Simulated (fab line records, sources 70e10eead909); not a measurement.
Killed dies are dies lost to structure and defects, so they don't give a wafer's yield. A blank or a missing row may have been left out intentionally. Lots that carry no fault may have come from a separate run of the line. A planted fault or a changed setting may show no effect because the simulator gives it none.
fab line records + flow nand-harc
record
- lots=13
- wafers=37
- last-day=32
route steps=1302 shown A_SLIT@922 A_WL_FILL@958
lots that met no fault: from a run of the same line without faults
start-h: the number of hours between the record's first day and the start of the first shown wafer of the lot + wait-h: hours since the lot's step before + " as in the row above + L1.1+2: one row covering several wafers at once + - either no value or no given start + * or withheld: withheld + < > ~ a bound
route shown NAME@n: names a module that has steps shown in the file, with the first one's number in the route + usual: mean and standard deviation over wafers with no fault + same: alike in all rows + chamber/n: place in a boat + sites: each site's reading + _std_site: standard deviation of those values + _edge_site: mean of outer sites minus mean of inner sites + radius-mm: for every site, how far away it sits from the centre of the wafer + mask NAME#n: copy n + behind: the most recent tool/chamber to have shaped the wafer + hold: why the lot went on hold/how many hours it stayed there/how the hold came to an end + device: whichever transistor did not switch (one of n, p or np) + end of line: the same wafers' tests at the end of the route + step lacking rows: just its recipe + killed: the dies lost at the first sort to structure and to defects; this is not the yield of the wafer + map: dies across one wafer; x = killed, . = not, _ = none there
set.NAME: the setting as run; set.NAME@STEP: as run at that earlier step + model.NAME: the simulator's own value behind a step, which no gauge read
steps of the route over a sample of lots; a table a step, a row a wafer
services: from which hour (start-h, from the record's first day; less than 0 if before it) a tool's chamber was out of use, for how many hours, and why
## steps
# step NHARC_A_SLIT_DEP_25
# recipe
- target-thk-a=2000
- temp-c=400
- pressure-torr=6.5
- rf-w=900
- teos-flow-sccm=161.4
- flow-sccm=2650
- target-thk-nm=200
- gas=O2
- material=SiO2
# usual
- heater-power-w=543/79
- rf-fwd-power-W=897.1/2.7
- throttle-valve-pct=15.8/0.44
| lot.wafer | tool     | chamber | start-h | wait-h | heater-power-w | rf-fwd-power-W | throttle-valve-pct |
|-----------|----------|---------|---------|--------|----------------|----------------|--------------------|
| L926.3    | pecvd-03 | 1       | 419.04  | 0.1    | 634            | 897.1          | 15.9               |
| L926.2    | "        | 0       | "       | "      | 560            | 898.6          | 15.1               |
| L926.6    | "        | 2       | "       | "      | 475            | 896.9          | 15.0               |
| L927.3    | pecvd-02 | 0       | 428.06  | 0.1    | 582            | 896.7          | 15.7               |
| L927.6    | "        | 2       | "       | "      | 521            | 900.4          | 15.9               |
| L927.5    | "        | 0       | "       | "      | 595            | 894.5          | 15.7               |
| L930.1    | pecvd-03 | 0       | 450.98  | 0.2    | 581            | 901.2          | 15.0               |
| L930.4    | "        | 1       | "       | "      | 570            | 898.5          | 16.2               |
| L930.6    | "        | 2       | "       | "      | 523            | 896.3          | 15.2               |
| L929.3    | pecvd-03 | 1       | 476.45  | 0.1    | 470            | 896.4          | 16.1               |
| L929.4    | "        | 2       | "       | "      | 506            | 899.5          | 15.1               |
| L929.5    | "        | 0       | "       | "      | 632            | 902.6          | 15.1               |
| L932.3    | pecvd-03 | 0       | 479.54  | 0.1    | 625            | 895.7          | 15.0               |
| L932.1    | "        | 2       | "       | "      | 464            | 896.3          | 15.4               |
| L932.5    | "        | 2       | "       | "      | 485            | 896.2          | 15.4               |
| L934.2    | pecvd-02 | 0       | 513.75  | 0.1    | 667            | 897.9          | 16.0               |
| L934.3    | "        | 2       | "       | "      | 601            | 897.4          | 16.5               |
| L934.4    | "        | 0       | "       | "      | 672            | 897.7          | 15.9               |
| L937.1    | pecvd-02 | 2       | 524.39  | 0.1    | 579            | 893.2          | 16.4               |
| L937.3    | "        | 1       | "       | "      | 529            | 895.7          | 15.5               |
| L937.6    | "        | 1       | "       | "      | 542            | 896.8          | 15.3               |
| L939.3    | pecvd-04 | 0       | 547.06  | 0.2    | 545            | 897.2          | 16.0               |
| L939.1    | "        | 1       | "       | "      | 353            | 901.3          | 16.5               |
| L941.3    | pecvd-02 | 1       | 555.65  | 0.1    | 583            | 901.3          | 15.4               |
| L941.6    | "        | 2       | "       | "      | 553            | 892.3          | 16.5               |
| L940.2    | pecvd-03 | 2       | 555.71  | 0.1    | 496            | 892.3          | 15.6               |
| L940.4    | "        | 2       | "       | "      | 510            | 897.3          | 15.4               |
| L940.5    | "        | 0       | "       | "      | 543            | 898.7          | 15.1               |
| L946.4    | pecvd-03 | 1       | 629.06  | 0.3    | 527            | 900.7          | 15.8               |
| L946.5    | "        | 2       | "       | "      | 535            | 898.9          | 15.8               |
| L946.6    | "        | 0       | "       | "      | 561            | 898.2          | 15.2               |
| L948.2    | pecvd-03 | 0       | 638.49  | 0.1    | 608            | 899.8          | 15.3               |
| L948.1    | "        | 2       | "       | "      | 568            | 893.7          | 15.7               |
| L948.4    | "        | 2       | "       | "      | 572            | 895.9          | 15.6               |
| L947.2    | pecvd-04 | 1       | 638.49  | 0.1    | 436            | 897.2          | 16.1               |
| L947.4    | "        | 1       | "       | "      | 433            | 897.4          | 16.1               |
| L947.5    | "        | 0       | "       | "      | 569            | 899.1          | 16.0               |
# step NHARC_A_SLIT_ETCH_17
# recipe
- bias-v=900
- source-w=withheld
- pressure-mtorr=20
- ar-flow-sccm=375
- c4f8-flow-sccm=83.3
- o2-flow-sccm=41.7
- time-s=4254.5
- target-depth-a=2.03e+05
- chemistry=C4F8/O2/Ar
# usual
- drypump-motor-current-A=6.37/0.21
- showerhead-plenum-p-Torr=3.70/0.16
- throttle-valve-pct=32.045/0.0089
| lot.wafer | tool        | chamber | start-h | wait-h | drypump-motor-current-A | rf-hours-counter-h | showerhead-plenum-p-Torr | throttle-valve-pct |
|-----------|-------------|---------|---------|--------|-------------------------|--------------------|--------------------------|--------------------|
| L926.2    | har-etch-01 | 1       | 428.21  | -      | 6.53                    | 252                | 3.55                     | 32.038             |
| L926.3    | "           | 1       | 429.40  | -      | 6.53                    | -                  | 3.55                     | 32.041             |
| L926.6    | "           | 1       | 430.60  | -      | 6.53                    | -                  | 3.55                     | 32.052             |
| L927.3    | har-etch-02 | 0       | 437.58  | -      | 6.51                    | -                  | 3.92                     | 32.037             |
| L927.6    | "           | 0       | 438.76  | -      | 6.50                    | -                  | 3.92                     | 32.040             |
| L927.5    | "           | 1       | "       | "      | 6.00                    | -                  | 3.90                     | 32.048             |
| L930.1    | har-etch-02 | 1       | 457.76  | -      | 6.01                    | 47                 | 3.89                     | 32.053             |
| L930.4    | "           | 0       | "       | "      | 6.49                    | -                  | 3.91                     | 32.037             |
| L930.6    | "           | 1       | 460.20  | -      | 6.01                    | -                  | 3.89                     | 32.046             |
| L929.3    | har-etch-02 | 0       | 484.40  | -      | 6.50                    | -                  | 3.90                     | 32.041             |
| L929.4    | "           | 1       | "       | "      | 6.01                    | -                  | 3.89                     | 32.050             |
| L929.5    | "           | 1       | 486.19  | -      | 6.02                    | -                  | 3.89                     | 32.041             |
| L932.1    | har-etch-01 | 1       | 491.00  | -      | 6.52                    | 286                | 3.54                     | 32.053             |
| L932.3    | "           | 0       | 492.79  | -      | 6.49                    | -                  | 3.61                     | 32.041             |
| L932.5    | "           | 0       | 493.98  | -      | 6.46                    | -                  | 3.61                     | 32.033             |
| L934.2    | har-etch-01 | 0       | 520.66  | -      | 6.46                    | 294                | 3.61                     | 32.045             |
| L934.3    | "           | 1       | "       | "      | 6.52                    | -                  | 3.52                     | 32.048             |
| L934.4    | "           | 0       | "       | "      | 6.45                    | -                  | 3.61                     | 32.048             |
| L937.1    | har-etch-01 | 0       | 534.95  | -      | 6.49                    | 305                | 3.60                     | 32.051             |
| L937.3    | "           | 1       | "       | "      | 6.51                    | -                  | 3.52                     | 32.061             |
| L937.6    | "           | 0       | 537.37  | -      | 6.43                    | -                  | 3.60                     | 32.036             |
| L939.1    | har-etch-01 | 0       | 553.80  | -      | 6.43                    | 313                | 3.60                     | 32.053             |
| L939.3    | "           | 1       | "       | "      | 6.54                    | -                  | 3.51                     | 32.069             |
| L940.2    | har-etch-02 | 1       | 563.29  | -      | 6.02                    | 116                | 3.85                     | 32.031             |
| L940.4    | "           | 0       | "       | "      | 6.44                    | -                  | 3.87                     | 32.034             |
| L940.5    | "           | 1       | 565.69  | -      | 6.01                    | -                  | 3.85                     | 32.034             |
| L941.3    | har-etch-01 | 1       | 563.75  | -      | 6.52                    | -                  | 3.51                     | 32.053             |
| L941.6    | "           | 1       | 564.96  | -      | 6.52                    | -                  | 3.51                     | 32.034             |
| L946.4    | har-etch-01 | 0       | 637.24  | -      | 6.46                    | -                  | 3.57                     | 32.034             |
| L946.5    | "           | 1       | "       | "      | 6.51                    | -                  | 3.49                     | 32.038             |
| L946.6    | "           | 0       | "       | "      | 6.43                    | -                  | 3.57                     | 32.054             |
| L948.2    | har-etch-02 | 1       | 644.87  | -      | 5.99                    | 162                | 3.83                     | 32.050             |
| L948.1    | "           | 0       | "       | "      | 6.50                    | 162                | 3.85                     | 32.045             |
| L948.4    | "           | 1       | "       | "      | 6.00                    | -                  | 3.83                     | 32.057             |
| L947.2    | har-etch-02 | 1       | 649.26  | -      | 6.00                    | 165                | 3.83                     | 32.039             |
| L947.4    | "           | 1       | 650.47  | -      | 5.97                    | -                  | 3.83                     | 32.043             |
| L947.5    | "           | 0       | "       | "      | 6.47                    | -                  | 3.85                     | 32.039             |
# step NHARC_A_WL_FILL_ETCHBACK_05
# recipe
- target-depth-a=220
- time-s=60
- temp-c=40
- chemistry=Cl2/BCl3
# usual
- drypump-motor-current-A=6.3/0.4
- oes-product-au=1.005/0.01
- temp-c=39.99/0.1
| lot.wafer | tool         | chamber | start-h | wait-h | drypump-motor-current-A | oes-product-au | rf-hours-counter-h | temp-c |
|-----------|--------------|---------|---------|--------|-------------------------|----------------|--------------------|--------|
| L926.2    | rie-metal-02 | 1       | 441.61  | 0.2    | 6.2                     | 1.001          | 0.1                | 40.15  |
| L926.3    | "            | 1       | "       | "      | 6.2                     | 0.991          | -                  | 39.99  |
| L926.6    | "            | 1       | "       | "      | 6.2                     | 1.005          | -                  | 40.11  |
| L927.3    | rie-metal-02 | 1       | 449.68  | 0.1    | 6.2                     | 1.012          | -                  | 39.98  |
| L927.6    | "            | 1       | "       | "      | 6.2                     | 1.006          | -                  | 39.92  |
| L927.5    | "            | 0       | "       | "      | 5.9                     | 1.019          | -                  | 40.01  |
| L930.1    | rie-metal-01 | 0       | 470.52  | 0.2    | 6.5                     | 1.016          | 0.9                | 40.05  |
| L930.4    | "            | 1       | "       | "      | 6.6                     | 1.006          | -                  | 39.93  |
| L930.6    | "            | 1       | "       | "      | 6.6                     | 1.006          | -                  | 39.99  |
| L929.3    | rie-metal-01 | 1       | 496.36  | 0.1    | 6.6                     | 0.997          | -                  | 40.06  |
| L929.4    | "            | 0       | "       | "      | 6.5                     | 1.015          | -                  | 39.92  |
| L929.5    | "            | 0       | "       | "      | 6.5                     | 1.019          | -                  | 39.89  |
| L932.1    | rie-metal-02 | 1       | 504.19  | 0.2    | 6.2                     | 1.017          | 1.0                | 40.10  |
| L932.3    | "            | 0       | "       | "      | 5.8                     | 0.995          | -                  | 40.02  |
| L932.5    | "            | 0       | "       | "      | 5.9                     | 1.006          | -                  | 39.96  |
| L934.2    | rie-metal-01 | 1       | 533.49  | 0.2    | 6.7                     | 0.995          | 1.5                | 39.84  |
| L934.4    | "            | 0       | "       | "      | 6.6                     | 0.999          | -                  | 39.80  |
| L934.3    | "            | 1       | "       | "      | 6.6                     | 0.996          | -                  | 40.14  |
| L937.1    | rie-metal-01 | 1       | 549.12  | 0.2    | 6.6                     | 0.981          | 2.2                | 39.80  |
| L937.3    | "            | 1       | "       | "      | 6.6                     | 0.808          | -                  | 39.66  |
| L937.6    | "            | 0       | "       | "      | 6.6                     | 1.004          | -                  | 40.01  |
| L939.1    | rie-metal-01 | 0       | 566.56  | 0.2    | 6.5                     | 1.014          | 0.4                | 39.98  |
| L939.3    | "            | 0       | "       | "      | 6.5                     | 0.811          | -                  | 39.86  |
| L940.2    | rie-metal-02 | 0       | 575.53  | 0.2    | 5.8                     | 1.023          | 2.2                | 40.04  |
| L940.4    | "            | 0       | "       | "      | 5.8                     | 1.016          | -                  | 40.08  |
| L940.5    | "            | 0       | "       | "      | 5.8                     | 1.006          | -                  | 40.00  |
| L941.3    | rie-metal-01 | 0       | 575.83  | 0.2    | 6.5                     | 0.816          | -                  | 39.94  |
| L941.6    | "            | 0       | "       | "      | 6.5                     | 1.024          | -                  | 39.93  |
| L946.4    | rie-metal-02 | 1       | 648.51  | 0.2    | 6.2                     | 1.002          | -                  | 39.89  |
| L946.5    | "            | 0       | "       | "      | 5.9                     | 1.022          | -                  | 39.98  |
| L946.6    | "            | 1       | "       | "      | 6.2                     | 1.012          | -                  | 40.12  |
| L948.1    | rie-metal-02 | 0       | 658.47  | 0.2    | 5.9                     | 1.021          | 0.8                | 40.03  |
| L948.2    | "            | 1       | "       | "      | 6.2                     | 1.005          | 0.8                | 40.00  |
| L948.4    | "            | 0       | "       | "      | 5.9                     | 1.024          | -                  | 40.03  |
| L947.2    | rie-metal-03 | 0       | 661.97  | 0.2    | 6.6                     | 0.997          | 4.0                | 40.04  |
| L947.4    | "            | 0       | "       | "      | 6.5                     | 1.004          | -                  | 39.91  |
| L947.5    | "            | 0       | "       | "      | 6.5                     | 0.997          | -                  | 39.84  |
# step NHARC_A_WL_FILL_ETCHBACK_16
# recipe
- target-depth-a=1200
- time-s=24
- c4f8-flow-sccm=withheld
- o2-flow-sccm=8
- ar-flow-sccm=withheld
- rf-w=600
- bias-w=800
- chemistry=C4F8/O2/Ar
# usual
- oes-product-au=0.982/0.027
- rf-fwd-power-W=589/3.2
- rf-vpp-V=721/4.7
| lot.wafer | tool        | chamber | start-h | wait-h | oes-product-au | rf-fwd-power-W | rf-hours-counter-h | rf-vpp-V |
|-----------|-------------|---------|---------|--------|----------------|----------------|--------------------|----------|
| L926.2    | rie-diel-11 | 3       | -       | -      | 0.994          | 588            | 1.2                | 717      |
| L926.3    | "           | 1       | "       | "      | 1.012          | 587            | 0.6                | 728      |
| L926.6    | "           | 3       | "       | "      | 0.988          | 593            | -                  | 717      |
| L927.3    | rie-diel-11 | 1       | -       | -      | 1.000          | 587            | 0.6                | 725      |
| L927.5    | "           | 1       | "       | "      | 1.008          | 587            | -                  | 726      |
| L927.6    | "           | 2       | "       | "      | 0.996          | 591            | -                  | 718      |
| L930.1    | rie-diel-13 | 2       | -       | -      | 0.929          | 586            | 5.5                | 727      |
| L930.4    | "           | 1       | "       | "      | 0.918          | 585            | 3.3                | 719      |
| L930.6    | "           | 2       | "       | "      | 0.918          | 586            | -                  | 725      |
| L929.3    | rie-diel-13 | 2       | -       | -      | 0.986          | 589            | 0                  | 727      |
| L929.4    | "           | 0       | "       | "      | 0.999          | 587            | 0                  | 718      |
| L929.5    | "           | 2       | "       | "      | 0.995          | 587            | -                  | 725      |
| L932.1    | rie-diel-13 | 0       | -       | -      | 0.995          | 588            | 0.2                | 719      |
| L932.3    | "           | 2       | "       | "      | 0.991          | 587            | 0.1                | 726      |
| L932.5    | "           | 0       | "       | "      | 1.006          | 588            | -                  | 719      |
| L934.4    | rie-diel-11 | 2       | -       | -      | 0.925          | 586            | 3.6                | 718      |
| L934.2    | "           | 3       | "       | "      | 0.930          | 591            | 3.8                | 716      |
| L934.3    | "           | 0       | "       | "      | 0.918          | 587            | 3.8                | 729      |
| L937.1    | rie-diel-13 | 2       | -       | -      | 0.985          | 585            | 1.7                | 726      |
| L937.3    | "           | 3       | "       | "      | 0.995          | 587            | 1.8                | 719      |
| L937.6    | "           | 2       | "       | "      | 0.970          | 584            | -                  | 727      |
| L939.3    | rie-diel-11 | 1       | -       | -      | 0.994          | 587            | 3.6                | 725      |
| L939.1    | "           | 2       | "       | "      | 0.986          | 588            | 4.6                | 716      |
| L940.2    | rie-diel-13 | 1       | -       | -      | 0.949          | 590            | 2.1                | 719      |
| L940.4    | "           | 2       | "       | "      | 0.942          | 585            | 2.2                | 727      |
| L940.5    | "           | 3       | "       | "      | 0.958          | 591            | -                  | 719      |
| L941.3    | rie-diel-13 | 2       | -       | -      | 0.966          | 586            | 2.2                | 728      |
| L941.6    | "           | 0       | "       | "      | 0.986          | 586            | -                  | 719      |
| L946.4    | rie-diel-13 | 2       | -       | -      | 0.974          | 582            | 5.1                | 726      |
| L946.5    | "           | 2       | "       | "      | 0.973          | 582            | -                  | 725      |
| L946.6    | "           | 3       | "       | "      | 0.966          | 591            | -                  | 717      |
| L947.4    | rie-diel-06 | 2       | -       | -      | 0.999          | 598            | 1.1                | 728      |
| L947.2    | "           | 3       | "       | "      | 1.007          | 589            | 1.1                | 719      |
| L947.5    | "           | 2       | "       | "      | 1.001          | 595            | -                  | 729      |
| L948.1    | rie-diel-13 | 3       | -       | -      | 0.912          | 588            | 5.4                | 718      |
| L948.4    | "           | 0       | "       | "      | 0.927          | 588            | 5.6                | 718      |
| L948.2    | "           | 1       | "       | "      | 0.916          | 589            | 5.4                | 718      |
## services
| tool         | chamber | start-h | hours | kind   |
|--------------|---------|---------|-------|--------|
| pecvd-04     | 0       | 396.92  | 43.7  | repair |
| pecvd-04     | -       | 404.23  | 1.7   | repair |
| rie-diel-11  | -       | 408.50  | 9.0   | pm     |
| rie-diel-13  | 1       | 408.54  | 29.7  | repair |
| rie-metal-01 | -       | 420.10  | 44.8  | repair |
| rie-diel-11  | 1       | 421.65  | 16.5  | repair |
| pecvd-03     | -       | 424.43  | 0.6   | repair |
| rie-metal-02 | -       | 430.00  | 9.0   | pm     |
| rie-diel-13  | 3       | 451.05  | 2.7   | repair |
| rie-diel-13  | -       | 495.24  | 9.0   | pm     |
| pecvd-03     | -       | 527.85  | 13.0  | pm     |
| pecvd-02     | -       | 532.35  | 2.1   | repair |
| rie-diel-11  | 1       | 544.97  | 13.2  | repair |
| rie-metal-01 | -       | 551.00  | 9.0   | pm     |
| rie-metal-02 | 0       | 556.28  | 17.0  | repair |
| pecvd-02     | -       | 565.66  | 13.0  | pm     |
| rie-diel-11  | 3       | 570.24  | 9.9   | repair |
| rie-diel-11  | -       | 585.50  | 9.0   | pm     |
| pecvd-03     | -       | 602.45  | 2.7   | repair |
| rie-metal-02 | -       | 607.00  | 9.0   | pm     |
| rie-diel-13  | 3       | 615.02  | 5.6   | repair |
| rie-metal-02 | -       | 627.59  | 4.5   | repair |
| pecvd-03     | -       | 629.73  | 1.5   | repair |
| rie-diel-11  | 2       | 669.27  | 8.2   | repair |
## key
first-sign
- step=NHARC_A_WL_FILL_ETCHBACK_05
- reading=oes-product-au
- direction=down
- sigmas=19
- usual=1.005
- struck=0.812
effect none on later readings
met-at NHARC_A_WL_FILL_ETCHBACK_05
struck-lots L937,L939,L941
struck-wafers L937.3,L939.3,L941.3
tester-left-out L937,L939,L941
not-acting-at NHARC_A_SLIT_DEP_25,NHARC_A_SLIT_ETCH_17,NHARC_A_WL_FILL_ETCHBACK_16
onset-between 533.49 549.12
fault
- kind=process-parameter-drift
- tool=rie-metal-01
- chamber=-
- onset-h=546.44
- steps=NHARC_A_WL_FILL_ETCHBACK_05
- channel=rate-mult
- offset=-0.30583
- shape=step
- end-h=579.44
- scope=struck-wafers-only
# tester-left-out: of these lots the tester's yield and bins aren't shown, on N5 and GAA mostly nor the transistor test; their killed dies are dies lost to structure and defects alone, not to doping, threshold or leakage, so they don't give the yield
